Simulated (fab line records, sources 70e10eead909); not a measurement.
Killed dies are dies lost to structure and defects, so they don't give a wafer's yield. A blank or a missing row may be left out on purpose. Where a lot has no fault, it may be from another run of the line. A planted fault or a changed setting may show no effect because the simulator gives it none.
Chamber matching ; flow nand harc ; NHARC_A_CHANNEL_FILL_D1_ALD_25 on ald hk-01 has 4 sister chambers
The step deposits SiOx, target thk 60 nm, pulse time 10 s, ald cycles 600. 4 wafers are shown with their chamber, then 9 later ones without.

## WAFERS PAIRED WITH THEIR CHAMBERS
wafer;chamber;heater power w (W)
L086.2;1;583
L086.4;2;480
L088.4;3;448
L088.5;0;434

## WAFERS WITH NO CHAMBER GIVEN
wafer;heater power w (W)
L091.1;458
L091.3;493
L091.6;448
L093.2;457
L093.3;579
L093.6;459
L097.1;447
L097.4;455
L097.6;576

## THE CHAMBER EACH PASSED THROUGH
wafer;from the rows above;in truth
L091.1;can't be placed: 3 or 2 or 0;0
L091.3;2;2
L091.6;can't be placed: 3 or 0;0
L093.2;can't be placed: 3 or 0 or 2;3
L093.3;1;1
L093.6;can't be placed: 3 or 2 or 0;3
L097.1;can't be placed: 3 or 0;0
L097.4;can't be placed: 3 or 0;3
L097.6;1;1
3 of 9 placed correctly. From these rows, 6 cannot be placed; in 6 the true chamber is one of the candidates. 0 placed wrongly.
How it was worked out, from the rows above alone: a wafer's distance from a chamber is the root of the sum, over the readings, of the square of ((its reading less the chamber's mean) divided by the reading's scatter). If the next closest chamber is less than 2 further off than the closest, the wafer can't be placed; otherwise it belongs to the closest. For every chamber, the mean is computed from those of its wafers that are shown. The scatter: with one shown wafer a chamber, the root of the mean of the squares of how far each hidden wafer lies from its nearest shown one.
